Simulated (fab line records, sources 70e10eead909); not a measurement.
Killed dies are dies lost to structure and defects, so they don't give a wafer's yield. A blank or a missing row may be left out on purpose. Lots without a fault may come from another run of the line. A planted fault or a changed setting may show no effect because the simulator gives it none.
Chamber matching | flow nand_harc | NHARC_P_CONTACT_ETCH_35 on rie_diel-09: 4 sister chambers
The step etches the open film in CF4, target depth 39 nm, time 65 s. 30 wafers are shown with their chamber, then 12 later ones without.

WAFERS WITH THEIR CHAMBER
wafer  | chamber | showerhead_plenum_p_Torr (Torr) | drypump_motor_current_A (A) | rf_vpp_V (V)
L074.2 | 0       | 1.73                            | 5.1                         | 149.7
L074.4 | 2       | 1.65                            | 5.5                         | 149.1
L074.6 | 3       | 1.78                            | 4.9                         | 152.0
L076.1 | 0       | 1.73                            | 5.1                         | 150.2
L076.3 | 3       | 1.78                            | 5.0                         | 150.9
L076.4 | 2       | 1.65                            | 5.5                         | 150.8
L078.1 | 1       | 1.83                            | 5.2                         | 150.9
L078.2 | 2       | 1.65                            | 5.5                         | 148.1
L078.3 | 3       | 1.78                            | 5.0                         | 150.4
L078.4 | 0       | 1.73                            | 5.1                         | 151.4
L078.5 | 1       | 1.83                            | 5.2                         | 150.0
L078.6 | 2       | 1.65                            | 5.5                         | 148.9
L080.1 | 1       | 1.83                            | 5.2                         | 150.8
L080.4 | 3       | 1.78                            | 5.0                         | 151.1
L080.6 | 0       | 1.73                            | 5.1                         | 151.0
L082.1 | 0       | 1.73                            | 5.1                         | 151.1
L082.4 | 3       | 1.78                            | 5.0                         | 152.2
L082.5 | 2       | 1.65                            | 5.5                         | 150.4
L087.1 | 0       | 1.73                            | 5.1                         | 149.9
L087.2 | 3       | 1.77                            | 5.0                         | 151.5
L087.6 | 1       | 1.83                            | 5.2                         | 150.8
L088.2 | 1       | 1.83                            | 5.2                         | 151.8
L088.4 | 2       | 1.65                            | 5.5                         | 150.2
L088.6 | 3       | 1.77                            | 5.0                         | 150.5
L090.1 | 1       | 1.83                            | 5.2                         | 152.0
L090.2 | 3       | 1.77                            | 5.0                         | 151.8
L090.3 | 0       | 1.73                            | 5.1                         | 150.5
L090.4 | 2       | 1.65                            | 5.5                         | 149.1
L090.5 | 1       | 1.83                            | 5.2                         | 150.6
L090.6 | 2       | 1.65                            | 5.5                         | 149.6

SIGNATURES (means of the wafers above)
reading                  | chamber 0 | chamber 1 | chamber 2 | chamber 3 | scatter within a chamber
showerhead_plenum_p_Torr | 1.7300    | 1.8300    | 1.6500    | 1.7763    | 0.00269
drypump_motor_current_A  | 5.100     | 5.200     | 5.500     | 4.987     | 0.0183
rf_vpp_V                 | 150.543   | 150.986   | 149.525   | 151.300   | 0.741
Rule: a wafer's distance from a chamber is the root of the sum, over the readings, of the square of ((its reading less the chamber's mean) divided by the reading's scatter). The wafer belongs to the nearest chamber; if the next one is less than 2 further off, it can't be placed. The scatter: the root of (the sum of the squares of (reading less its chamber's mean) over the shown wafers, divided by (wafers less chambers)).

WAFERS WITHOUT THEIR CHAMBER
wafer  | showerhead_plenum_p_Torr (Torr) | drypump_motor_current_A (A) | rf_vpp_V (V)
L091.1 | 1.65                            | 5.5                         | 150.2
L091.4 | 1.77                            | 5.0                         | 152.8
L091.6 | 1.77                            | 5.0                         | 151.3
L092.3 | 1.77                            | 5.0                         | 149.6
L092.4 | 1.65                            | 5.5                         | 149.2
L092.6 | 1.83                            | 5.2                         | 152.1
L095.1 | 1.73                            | 5.1                         | 150.7
L095.2 | 1.83                            | 5.2                         | 151.1
L095.3 | 1.77                            | 5.0                         | 151.6
L097.4 | 1.65                            | 5.5                         | 151.1
L097.5 | 1.77                            | 5.0                         | 152.0
L097.6 | 1.65                            | 5.5                         | 149.7

WHICH CHAMBER EACH WENT THROUGH
wafer  | from the rows above | in truth
L091.1 | 2                   | 2
L091.4 | 3                   | 3
L091.6 | 3                   | 3
L092.3 | 3                   | 3
L092.4 | 2                   | 2
L092.6 | 1                   | 1
L095.1 | 0                   | 0
L095.2 | 1                   | 1
L095.3 | 3                   | 3
L097.4 | 2                   | 2
L097.5 | 3                   | 3
L097.6 | 2                   | 2
Placed correctly: 12 of 12. Can't be placed from these rows: 0. Placed wrongly: 0.
